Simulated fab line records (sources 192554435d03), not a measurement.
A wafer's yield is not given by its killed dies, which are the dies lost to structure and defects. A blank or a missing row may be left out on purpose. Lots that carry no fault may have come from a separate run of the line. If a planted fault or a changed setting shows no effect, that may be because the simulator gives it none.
Chamber matching -- flow n5 finfet -- pecvd-02 running N5_BEOL_M15_ILD_DEP_00: 3 sister chambers
The step deposits SiO2 from TEOS/O2, target thk 1629.3 nm, time 346.1 s. 3 wafers are shown with their chamber, then 7 later ones without.

## WAFERS, EACH WITH ITS CHAMBER
wafer,chamber,throttle valve pct (%)
L751.6,2,17.4
L753.2,1,19.9
L753.4,0,20.7

## WAFERS WHOSE CHAMBER IS MISSING
wafer,throttle valve pct (%)
L753.5,19.8
L754.1,17.4
L754.3,19.8
L754.6,17.5
L755.3,19.9
L755.4,17.6
L755.6,19.9

## WHICH CHAMBER EACH ONE RAN IN
wafer,from the rows above,in truth
L753.5,1,1
L754.1,2,2
L754.3,1,1
L754.6,2,2
L755.3,1,1
L755.4,2,2
L755.6,1,1
7 of 7 placed correctly. Number that these rows cannot place: 0. Placed wrongly: 0.
How it was worked out, from the rows above alone: a wafer's distance from a chamber is the root of the sum, over the readings, of the square of ((its reading less the chamber's mean) divided by the reading's scatter). The wafer belongs to the nearest chamber; if the next one is less than 2 further off, it can't be placed. The mean given for a chamber averages the wafers shown for that chamber. The scatter (one wafer shown for each chamber): square how far every hidden wafer sits from the nearest shown wafer, average those squares and take the square root.
